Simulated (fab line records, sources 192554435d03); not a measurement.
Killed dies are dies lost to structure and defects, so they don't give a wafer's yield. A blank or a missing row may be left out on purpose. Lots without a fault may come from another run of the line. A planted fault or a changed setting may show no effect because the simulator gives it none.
Chamber matching | flow n5_finfet | N5_BEOL_M0_STRIP_104 on rie_diel-01: 4 sister chambers
The step strips in N2/H2. 8 wafers are shown with their chamber, then 9 later ones without.

WAFERS WITH THEIR CHAMBER
wafer  | chamber | drypump_motor_current_A (A) | showerhead_plenum_p_Torr (Torr)
L074.4 | 0       | 6.5                         | 2.72
L082.6 | 1       | 5.4                         | 2.52
L085.6 | 0       | 6.5                         | 2.71
L086.4 | 2       | 5.3                         | 2.60
L086.6 | 3       | 5.4                         | 2.56
L088.2 | 3       | 5.4                         | 2.56
L088.3 | 2       | 5.3                         | 2.59
L088.4 | 1       | 5.3                         | 2.52

WAFERS WITHOUT THEIR CHAMBER
wafer  | drypump_motor_current_A (A) | showerhead_plenum_p_Torr (Torr)
L090.2 | 6.5                         | 2.71
L090.3 | 5.3                         | 2.59
L090.4 | 5.4                         | 2.55
L093.1 | 5.4                         | 2.51
L093.3 | 5.3                         | 2.59
L093.4 | 5.4                         | 2.55
L095.2 | 5.4                         | 2.51
L095.5 | 5.3                         | 2.59
L095.6 | 5.4                         | 2.55

WHICH CHAMBER EACH WENT THROUGH
wafer  | from the rows above | in truth
L090.2 | 0                   | 0
L090.3 | 2                   | 2
L090.4 | 3                   | 3
L093.1 | 1                   | 1
L093.3 | 2                   | 2
L093.4 | 3                   | 3
L095.2 | 1                   | 1
L095.5 | 2                   | 2
L095.6 | 3                   | 3
Placed correctly: 9 of 9. Can't be placed from these rows: 0. Placed wrongly: 0.
How it was worked out, from the rows above alone: a wafer's distance from a chamber is the root of the sum, over the readings, of the square of ((its reading less the chamber's mean) divided by the reading's scatter). The wafer belongs to the nearest chamber; if the next one is less than 2 further off, it can't be placed. A chamber's mean is the mean of its shown wafers. The scatter: the root of (the sum of the squares of (reading less its chamber's mean) over the shown wafers, divided by (wafers less chambers)).
